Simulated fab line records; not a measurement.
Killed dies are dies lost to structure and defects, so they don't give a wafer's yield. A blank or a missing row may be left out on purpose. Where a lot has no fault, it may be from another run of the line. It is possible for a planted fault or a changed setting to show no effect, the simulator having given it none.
Matching of chambers -- flow n5 finfet -- rie diel-01 running N5_FIN_SAQP_SPACER2_ETCHBACK_29: 4 sister chambers
The step etches SiO2 in CHF3/O2, target depth 12.2 nm, time 6.1 s. 18 wafers are shown with their chamber, then 9 later ones without.

WAFERS WITH THEIR CHAMBER
wafer,chamber,throttle valve pct (%),drypump motor current A (A),showerhead plenum p Torr (Torr)
L074.1,2,19.09,5.0,2.52
L074.5,0,18.64,6.3,2.46
L074.6,3,18.84,5.3,2.52
L079.3,0,18.67,6.4,2.45
L079.4,2,19.11,5.0,2.52
L079.6,0,18.67,6.4,2.45
L083.1,2,19.13,4.9,2.51
L083.2,0,18.69,6.4,2.45
L083.4,2,19.11,4.9,2.51
L084.1,0,18.69,6.4,2.45
L084.2,1,18.78,5.2,2.46
L084.6,1,18.78,5.2,2.46
L086.1,2,19.14,5.0,2.51
L086.3,0,18.70,6.3,2.45
L086.6,0,18.68,6.3,2.44
L087.1,0,18.71,6.4,2.44
L087.3,1,18.79,5.3,2.46
L087.6,2,19.14,4.9,2.51

SIGNATURES (averages over the wafers above)
reading,chamber 0,chamber 1,chamber 2,chamber 3,scatter within a chamber
throttle valve pct,18.6813,18.7833,19.1200,18.8400,0.0196
drypump motor current A,6.362,5.233,4.950,5.300,0.0537
showerhead plenum p Torr,2.4487,2.4600,2.5133,2.5200,0.00548
Rule: a wafer's distance from a chamber is the root of the sum, over the readings, of the square of ((its reading less the chamber's mean) divided by the reading's scatter). If the next closest chamber is less than 2 further off than the closest, the wafer can't be placed; otherwise it belongs to the closest. The scatter is the square root of a quotient: the sum, over the shown wafers, of each reading's squared deviation from its chamber's mean, divided by wafers minus chambers.

WAFERS WHOSE CHAMBER IS MISSING
wafer,throttle valve pct (%),drypump motor current A (A),showerhead plenum p Torr (Torr)
L094.1,18.91,5.3,2.50
L094.2,19.17,5.0,2.50
L094.5,18.83,5.2,2.45
L095.2,18.81,5.2,2.45
L095.3,18.74,6.4,2.44
L095.4,18.93,5.3,2.50
L096.2,18.92,5.3,2.50
L096.3,18.82,5.2,2.45
L096.4,18.73,6.3,2.44

THE CHAMBER EACH PASSED THROUGH
wafer,from the rows above,in truth
L094.1,3,3
L094.2,2,2
L094.5,1,1
L095.2,1,1
L095.3,0,0
L095.4,3,3
L096.2,3,3
L096.3,1,1
L096.4,0,0
9 of 9 placed correctly. Number that these rows cannot place: 0. Wrongly placed: 0.
